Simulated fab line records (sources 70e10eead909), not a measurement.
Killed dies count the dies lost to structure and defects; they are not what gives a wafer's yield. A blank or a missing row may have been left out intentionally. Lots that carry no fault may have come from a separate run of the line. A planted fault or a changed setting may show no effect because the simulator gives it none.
Chamber matching || flow nandHarc || aldHk-04 running NHARC_A_CHANNEL_FILL_D1_ALD_02: 4 sister chambers
The step deposits SiO2, target thk 6 nm, pulse time 10 s, ald cycles 60. 7 wafers are shown with their chamber, then 7 later ones without.

## WAFERS PAIRED WITH THEIR CHAMBERS
{"wafer": "L261.1", "chamber": 3, "heaterPowerW (W)": 454, "precursorPulseHeightRel": 1.002}
{"wafer": "L261.3", "chamber": 2, "heaterPowerW (W)": 391, "precursorPulseHeightRel": 0.988}
{"wafer": "L264.5", "chamber": 1, "heaterPowerW (W)": 479, "precursorPulseHeightRel": 1.049}
{"wafer": "L267.2", "chamber": 0, "heaterPowerW (W)": 499, "precursorPulseHeightRel": 0.977}
{"wafer": "L267.3", "chamber": 3, "heaterPowerW (W)": 465, "precursorPulseHeightRel": 1.024}
{"wafer": "L267.5", "chamber": 0, "heaterPowerW (W)": 497, "precursorPulseHeightRel": 0.995}
{"wafer": "L271.3", "chamber": 1, "heaterPowerW (W)": 501, "precursorPulseHeightRel": 0.987}

## WAFERS WITH NO CHAMBER GIVEN
{"wafer": "L271.5", "heaterPowerW (W)": 492, "precursorPulseHeightRel": 1.007}
{"wafer": "L271.6", "heaterPowerW (W)": 412, "precursorPulseHeightRel": 1.004}
{"wafer": "L275.5", "heaterPowerW (W)": 470, "precursorPulseHeightRel": 1.018}
{"wafer": "L275.6", "heaterPowerW (W)": 505, "precursorPulseHeightRel": 0.968}
{"wafer": "L278.1", "heaterPowerW (W)": 474, "precursorPulseHeightRel": 1.037}
{"wafer": "L278.2", "heaterPowerW (W)": 406, "precursorPulseHeightRel": 1.015}
{"wafer": "L278.6", "heaterPowerW (W)": 496, "precursorPulseHeightRel": 0.957}

## WHICH CHAMBER EACH ONE RAN IN
{"wafer": "L271.5", "from the rows above": "can't be placed: 1 or 0", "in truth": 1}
{"wafer": "L271.6", "from the rows above": 2, "in truth": 2}
{"wafer": "L275.5", "from the rows above": "can't be placed: 3 or 1 or 0", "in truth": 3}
{"wafer": "L275.6", "from the rows above": "can't be placed: 0 or 1", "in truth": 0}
{"wafer": "L278.1", "from the rows above": "can't be placed: 3 or 1 or 0", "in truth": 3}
{"wafer": "L278.2", "from the rows above": 2, "in truth": 2}
{"wafer": "L278.6", "from the rows above": "can't be placed: 0 or 1", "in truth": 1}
Correctly placed: 2 of 7. Not placeable from these rows: 5 (in 5, the candidates include the true chamber). Wrongly placed: 0.
How it was worked out, from the rows above alone: a wafer's distance from a chamber is the root of the sum, over the readings, of the square of ((its reading less the chamber's mean) divided by the reading's scatter). If the next closest chamber is less than 2 further off than the closest, the wafer can't be placed; otherwise it belongs to the closest. The mean given for a chamber averages the wafers shown for that chamber. The scatter is the square root of a quotient: the sum, over the shown wafers, of each reading's squared deviation from its chamber's mean, divided by wafers minus chambers.
